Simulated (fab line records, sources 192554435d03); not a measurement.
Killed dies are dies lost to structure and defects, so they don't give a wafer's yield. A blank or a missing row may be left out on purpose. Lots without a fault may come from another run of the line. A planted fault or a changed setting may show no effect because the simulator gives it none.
Chamber matching | flow n5_finfet | N5_BEOL_M10_ETCH_62 on rie_diel-04: 4 sister chambers
The step etches SOC in N2/H2, target depth 110 nm, overetch 22 nm, time 165 s. 16 wafers are shown with their chamber, then 8 later ones without.

WAFERS WITH THEIR CHAMBER
wafer  | chamber | showerhead_plenum_p_Torr (Torr) | oes_product_au (a.u.) | throttle_valve_pct (%)
L078.2 | 0       | 2.63                            | 0.58                  | 18.00
L078.3 | 3       | 2.60                            | 0.74                  | 17.87
L078.6 | 0       | 2.63                            | 0.58                  | 18.00
L077.1 | 0       | 2.63                            | 0.58                  | 18.03
L077.2 | 3       | 2.60                            | 0.74                  | 17.88
L077.5 | 0       | 2.63                            | 0.58                  | 18.01
L076.1 | 2       | 2.69                            | 0.74                  | 17.61
L076.5 | 2       | 2.69                            | 0.74                  | 17.61
L076.6 | 1       | 2.53                            | 0.61                  | 18.07
L083.1 | 1       | 2.53                            | 0.61                  | 18.07
L083.2 | 3       | 2.60                            | 0.72                  | 17.87
L083.5 | 1       | 2.53                            | 0.61                  | 18.06
L081.1 | 1       | 2.53                            | 0.61                  | 18.06
L081.2 | 0       | 2.63                            | 0.58                  | 18.02
L081.4 | 3       | 2.60                            | 0.73                  | 17.88
L088.1 | 3       | 2.59                            | 0.71                  | 17.91

SIGNATURES (means of the wafers above)
reading                  | chamber 0 | chamber 1 | chamber 2 | chamber 3 | scatter within a chamber
showerhead_plenum_p_Torr | 2.6300    | 2.5300    | 2.6900    | 2.5980    | 0.00258
oes_product_au           | 0.5800    | 0.6100    | 0.7400    | 0.7280    | 0.00753
throttle_valve_pct       | 18.0120   | 18.0650   | 17.6100   | 17.8820   | 0.0124
Rule: a wafer's distance from a chamber is the root of the sum, over the readings, of the square of ((its reading less the chamber's mean) divided by the reading's scatter). The wafer belongs to the nearest chamber; if the next one is less than 2 further off, it can't be placed. The scatter: the root of (the sum of the squares of (reading less its chamber's mean) over the shown wafers, divided by (wafers less chambers)).

WAFERS WITHOUT THEIR CHAMBER
wafer  | showerhead_plenum_p_Torr (Torr) | oes_product_au (a.u.) | throttle_valve_pct (%)
L088.2 | 2.63                            | 0.81                  | 17.59
L088.4 | 2.68                            | 0.72                  | 17.65
L093.1 | 2.52                            | 0.59                  | 18.11
L093.3 | 2.59                            | 0.70                  | 17.93
L093.5 | 2.63                            | 0.78                  | 17.61
L090.1 | 2.52                            | 0.60                  | 18.11
L090.2 | 2.62                            | 0.78                  | 17.62
L090.4 | 2.68                            | 0.71                  | 17.66

WHICH CHAMBER EACH WENT THROUGH
wafer  | from the rows above | in truth
L088.2 | 2                   | 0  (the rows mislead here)
L088.4 | 2                   | 2
L093.1 | 1                   | 1
L093.3 | 3                   | 3
L093.5 | 2                   | 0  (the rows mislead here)
L090.1 | 1                   | 1
L090.2 | 3                   | 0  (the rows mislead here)
L090.4 | 2                   | 2
Placed correctly: 5 of 8. Can't be placed from these rows: 0. Placed wrongly: 3.
